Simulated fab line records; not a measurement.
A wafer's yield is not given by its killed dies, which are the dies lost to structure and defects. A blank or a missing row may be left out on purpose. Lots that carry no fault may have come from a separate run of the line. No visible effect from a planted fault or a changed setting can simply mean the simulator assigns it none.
fab line records ; flow n5_finfet ; part 2 of 2: steps 5 to 6 of 6
record lots=23; wafers=69; last_day=19
route steps=1938 shown WELL_APT@46 PMOS_HMC_CHANNEL_EPI@65 FIN_SAQP@115
lots with no fault: from the same line, run without faults
start_h: the number of hours between the record's first day and the start of the first shown wafer of the lot ; wait_h: hours since the lot's step before ; " unchanged from the row above ; L1.1+2: one row covering several wafers at once ; - no value present, or no start provided ; * or withheld: withheld ; < > ~ a bound
route shown NAME@n: a module of which the file shows steps, and the number in the route of the first ; usual: the fault-free wafers' mean and standard deviation ; same: alike in all rows ; chamber/n: place in a boat ; sites: the reading at each site ; _std_site: standard deviation of those values ; _edge_site: outer sites' mean less inner sites' ; radius_mm: how far each site lies from the wafer's centre ; mask NAME#n: copy n ; behind: the most recent tool/chamber to have shaped the wafer ; hold: the reason the lot was held/the length of the hold in hours/how it ended ; device: the n, p or np transistor that did not switch ; end of line: the same wafers' tests at the end of the route ; for a step that has no rows: nothing shown but its recipe ; killed: the dies lost at the first sort to structure and to defects; this is not the yield of the wafer ; map: the dies of a wafer, with x for killed, . for not killed, _ for no die there
set.NAME: the setting the step ran with; set.NAME@STEP: the setting that earlier step ran with ; model.NAME: the simulator's own value behind a step, which no gauge read
route steps across a sampled set of lots; one table per step, one row per wafer
services: a tool's chamber out of use, with start hour (start_h, from the record's first day; less than 0 if before it), hours out, and reason
## steps
# step N5_FIN_SAQP_SPACER1_ALD_24
# recipe material=SiO2; target_thk_a=203; temp_c=300; ald_precursor_family=BDEAS; ald_co_reactant=O2-plasma; pulse_time_s=1; purge_time_s=2; co_reactant_purge_time_s=2; ald_cycles=218; pressure_torr=2
# usual heater_power_w=486/49; precursor_pulse_height_rel=1.001/0.019
# same ald_cycles=218
lot.wafer;tool;chamber;start_h;wait_h;heater_power_w;precursor_pulse_height_rel;since_wet_clean_h
L074.2;ald_sin-01;0;23.55;0.3;453;0.991;302
L074.3;ald_sin-01;3;23.55;0.3;484;1.002;302
L074.5;ald_sin-01;0;23.55;0.3;452;1.026;-
L075.1;ald_sin-04;3;30.74;0.5;527;1.030;220
L075.2;ald_sin-04;0;30.74;0.5;493;1.015;220
L075.6;ald_sin-04;0;30.74;0.5;485;1.014;-
L076.1;ald_sin-04;3;35.59;0.5;522;0.982;225
L076.3;ald_sin-04;2;35.59;0.5;449;0.976;225
L076.6;ald_sin-04;3;35.59;0.5;511;1.002;-
L077.1;ald_sin-01;2;42.73;0.3;496;1.008;321
L077.4;ald_sin-01;1;42.73;0.3;501;1.010;321
L077.5;ald_sin-01;3;42.73;0.3;482;0.980;-
L078.1;ald_sin-02;3;47.23;0.3;423;0.986;145
L078.3;ald_sin-02;1;47.23;0.3;421;0.992;145
L078.5;ald_sin-02;0;47.23;0.3;474;0.966;-
L079.1;ald_sin-04;1;54.80;1.0;466;1.003;244
L079.4;ald_sin-04;2;54.80;1.0;459;0.999;244
L079.6;ald_sin-04;0;54.80;1.0;495;1.006;-
L080.2;ald_sin-01;0;59.90;0.3;459;1.011;338
L080.5;ald_sin-01;1;59.90;0.3;524;1.012;-
L080.6;ald_sin-01;2;59.90;0.3;495;0.994;-
L081.1;ald_sin-02;0;65.45;0.4;479;0.992;163
L081.3;ald_sin-02;3;65.45;0.4;427;0.959;163
L081.6;ald_sin-02;3;65.45;0.4;431;1.002;-
L082.2;ald_sin-01;3;72.12;0.4;483;1.016;350
L082.4;ald_sin-01;2;72.12;0.4;490;1.012;350
L082.5;ald_sin-01;2;72.12;0.4;483;0.988;-
L083.1;ald_sin-04;3;77.62;0.3;515;1.047;267
L083.4;ald_sin-04;2;77.62;0.3;453;1.022;267
L083.5;ald_sin-04;1;77.62;0.3;482;1.020;-
L084.1;ald_sin-04;2;84.91;0.8;454;1.034;274
L084.5;ald_sin-04;3;84.91;0.8;512;0.994;-
L084.6;ald_sin-04;0;84.91;0.8;489;1.030;-
L085.1;ald_sin-02;2;90.71;0.3;632;0.991;189
L085.4;ald_sin-02;3;90.71;0.3;428;0.992;189
L085.5;ald_sin-02;2;90.71;0.3;638;1.022;-
L086.1;ald_sin-04;3;94.99;0.3;504;1.005;284
L086.2;ald_sin-04;1;94.99;0.3;468;1.003;284
L086.4;ald_sin-04;2;94.99;0.3;461;1.005;284
L087.1;ald_sin-02;0;103.38;0.7;482;0.990;201
L087.5;ald_sin-02;3;103.38;0.7;429;1.012;-
L087.6;ald_sin-02;2;103.38;0.7;643;0.995;-
L088.2;ald_sin-02;0;108.90;0.7;481;0.980;207
L088.3;ald_sin-02;3;108.90;0.7;418;1.007;207
L088.5;ald_sin-02;3;108.90;0.7;424;1.031;-
L089.1;ald_sin-01;1;113.50;0.3;529;0.984;12
L089.3;ald_sin-01;2;113.50;0.3;462;0.984;12
L089.4;ald_sin-01;3;113.50;0.3;468;1.028;-
L090.4;ald_sin-04;0;119.04;0.1;482;1.023;308
L090.5;ald_sin-04;1;119.04;0.1;470;1.010;-
L090.6;ald_sin-04;0;119.04;0.1;491;0.992;-
L092.4;ald_sin-02;0;131.00;0.1;482;0.967;229
L092.5;ald_sin-02;3;131.00;0.1;430;1.017;-
L092.6;ald_sin-02;0;131.00;0.1;483;0.981;-
L093.2;ald_sin-04;1;137.35;0.5;470;0.990;327
L093.3;ald_sin-04;2;137.35;0.5;455;1.028;327
L093.5;ald_sin-04;0;137.35;0.5;493;0.972;-
L094.1;ald_sin-01;2;142.78;0.3;466;1.007;41
L094.2;ald_sin-01;1;142.78;0.3;526;1.003;41
L094.3;ald_sin-01;0;142.78;0.3;433;0.968;41
L095.1;ald_sin-04;3;149.95;1.1;509;0.984;339
L095.3;ald_sin-04;0;149.95;1.1;492;0.972;339
L095.5;ald_sin-04;3;149.95;1.1;528;1.021;-
L096.1;ald_sin-04;0;155.55;0.3;475;0.996;345
L096.5;ald_sin-04;3;155.55;0.3;501;1.001;-
L096.6;ald_sin-04;2;155.55;0.3;454;1.014;-
L097.1;ald_sin-04;2;160.54;0.3;458;0.996;350
L097.3;ald_sin-04;3;160.54;0.3;525;1.027;350
L097.5;ald_sin-04;1;160.54;0.3;475;1.048;-
# step N5_FIN_SAQP_ETCH_65
# recipe chemistry=CF4; target=SiO2; target_depth_a=40; ion_energy_ev=350; time_s=4.4; pressure_mtorr=10; icp_w=800; bias_w=400; cf4_flow_sccm=80
# usual drypump_motor_current_A=5.9/0.47; oes_product_au=1.004/0.012; throttle_valve_pct=21.84/0.22
lot.wafer;tool;chamber;start_h;wait_h;drypump_motor_current_A;oes_product_au;rf_hours_counter_h;throttle_valve_pct
L074.2;rie_si-04;3;24.63;0.1;6.5;1.017;47;21.83
L074.3;rie_si-04;2;24.63;0.1;5.8;0.996;150;22.15
L074.5;rie_si-04;2;24.63;0.1;5.8;1.000;-;22.12
L075.1;rie_si-03;0;31.89;0.1;6.3;1.010;204;22.15
L075.2;rie_si-03;1;31.89;0.1;5.0;1.032;44;21.57
L075.6;rie_si-03;0;31.89;0.1;6.3;1.007;-;22.14
L076.1;rie_si-03;3;36.66;0.1;5.8;0.990;1;21.93
L076.3;rie_si-03;1;36.66;0.1;5.0;1.031;44;21.58
L076.6;rie_si-03;3;36.66;0.1;5.8;0.997;-;21.93
L077.1;rie_si-04;0;43.80;0.1;5.2;0.997;176;21.66
L077.4;rie_si-04;3;43.80;0.1;6.5;1.018;47;21.83
L077.5;rie_si-04;2;43.80;0.1;5.8;0.993;-;22.16
L078.1;rie_si-05;0;48.36;0.1;5.6;1.010;41;21.75
L078.3;rie_si-05;2;48.36;0.1;6.3;1.006;127;21.69
L078.5;rie_si-05;3;48.36;0.1;6.1;1.012;-;22.23
L079.1;rie_si-04;0;55.87;0.1;5.2;0.985;176;21.66
L079.4;rie_si-04;3;55.87;0.1;6.5;1.022;47;21.82
L079.6;rie_si-04;3;55.87;0.1;6.5;1.013;-;21.83
L080.2;rie_si-04;2;61.03;0.1;5.8;0.988;150;22.15
L080.5;rie_si-04;1;61.03;0.1;6.4;0.996;-;21.82
L080.6;rie_si-04;2;61.03;0.1;5.8;0.990;-;22.15
L081.1;rie_si-05;3;66.52;0.1;6.1;1.028;88;22.23
L081.3;rie_si-05;2;66.52;0.1;6.4;1.008;128;21.68
L081.6;rie_si-05;1;66.52;0.1;5.6;0.992;-;21.56
L082.2;rie_si-04;2;73.24;0.1;5.8;0.997;151;22.16
L082.4;rie_si-04;3;73.24;0.1;6.5;1.018;48;21.82
L082.5;rie_si-04;2;73.24;0.1;5.8;0.999;-;22.15
L083.1;rie_si-04;0;78.72;0.1;5.2;0.996;177;21.67
L083.4;rie_si-04;1;78.72;0.1;6.4;0.999;176;21.82
L083.5;rie_si-04;1;78.72;0.1;6.4;1.011;-;21.83
L084.1;rie_si-04;0;86.01;0.1;5.2;0.991;177;21.68
L084.5;rie_si-04;1;86.01;0.1;6.4;0.999;-;21.81
L084.6;rie_si-04;2;86.01;0.1;5.8;0.997;-;22.17
L085.1;rie_si-03;3;91.91;0.1;5.8;0.993;2;21.95
L085.4;rie_si-03;2;91.91;0.1;5.1;1.017;119;21.59
L085.5;rie_si-03;1;91.91;0.1;5.0;1.034;-;21.58
L086.1;rie_si-04;3;96.06;0.1;6.5;1.012;48;21.82
L086.2;rie_si-04;0;96.06;0.1;5.2;0.991;177;21.68
L086.4;rie_si-04;1;96.06;0.1;6.4;1.001;176;21.80
L087.1;rie_si-03;0;104.59;0.1;6.2;1.004;1;21.97
L087.5;rie_si-03;2;104.59;0.1;5.1;1.015;-;21.60
L087.6;rie_si-03;3;104.59;0.1;5.8;0.991;-;21.94
L088.2;rie_si-04;2;110.00;0.1;5.8;1.000;151;22.16
L088.3;rie_si-04;0;110.00;0.1;5.2;1.003;177;21.66
L088.5;rie_si-04;3;110.00;0.1;6.5;1.021;-;21.83
L089.1;rie_si-05;2;114.57;0.1;6.3;1.007;129;21.69
L089.3;rie_si-05;1;114.57;0.1;5.6;0.994;114;21.56
L089.4;rie_si-05;3;114.57;0.1;6.1;1.023;89;22.23
L090.4;rie_si-05;1;120.11;0.1;5.6;0.983;115;21.57
L090.5;rie_si-05;2;120.11;0.1;6.3;1.005;-;21.69
L090.6;rie_si-05;3;120.11;0.1;6.1;1.007;-;22.23
L092.4;rie_si-05;0;132.08;0.1;5.6;1.010;42;21.76
L092.5;rie_si-05;3;132.08;0.1;6.1;1.023;-;22.22
L092.6;rie_si-05;2;132.08;0.1;6.3;1.001;-;21.69
L093.2;rie_si-03;1;138.48;0.1;5.0;1.022;46;21.60
L093.3;rie_si-03;2;138.48;0.1;5.1;0.999;120;21.60
L093.5;rie_si-03;3;138.48;0.1;5.8;0.986;-;21.94
L094.1;rie_si-05;3;144.02;0.1;6.1;1.017;90;22.25
L094.2;rie_si-05;1;144.02;0.1;5.6;0.987;115;21.56
L094.3;rie_si-05;0;144.02;0.1;5.6;1.004;42;21.74
L095.1;rie_si-05;3;151.02;0.1;6.1;1.018;90;22.23
L095.3;rie_si-05;0;151.02;0.1;5.6;1.011;43;21.75
L095.5;rie_si-05;0;151.02;0.1;5.6;1.010;-;21.75
L096.1;rie_si-05;1;156.68;0.1;5.6;0.995;115;21.55
L096.5;rie_si-05;1;156.68;0.1;5.6;0.996;-;21.56
L096.6;rie_si-05;0;156.68;0.1;5.6;1.002;-;21.74
L097.1;rie_si-04;0;161.61;0.1;5.2;0.998;178;21.67
L097.3;rie_si-04;2;161.61;0.1;5.8;1.003;152;22.16
L097.5;rie_si-04;1;161.61;0.1;6.4;1.002;-;21.79
## services
tool;chamber;start_h;hours;kind
rie_si-05;-;-3.03;0.3;repair
rie_diel-04;0;-0.43;1.5;repair
rie_diel-03;2;3.23;6.0;repair
ald_sin-04;0;3.92;15.1;repair
rie_diel-01;-;7.89;15.6;pm
rie_si-03;-;26.89;2.6;repair
rie_diel-01;3;32.21;1.2;repair
rie_diel-04;3;35.70;3.2;repair
ald_sin-02;-;39.23;0.5;repair
ald_sin-02;2;43.06;14.4;repair
rie_diel-01;1;44.79;3.1;repair
ald_sin-01;-;45.58;0.2;repair
ald_sin-02;1;52.87;3.3;repair
rie_si-04;-;61.52;0.4;repair
rie_si-05;3;70.10;7.6;repair
ald_sin-02;2;77.09;7.8;repair
rie_diel-04;1;80.43;8.6;repair
ald_sin-01;-;84.75;2.8;pm
rie_diel-01;2;88.49;2.0;repair
ald_sin-01;2;105.64;5.0;repair
rie_diel-03;-;111.08;2.8;pm
ald_sin-01;0;135.09;3.7;repair
ald_sin-04;2;141.35;11.1;repair
rie_diel-03;0;149.41;9.5;repair
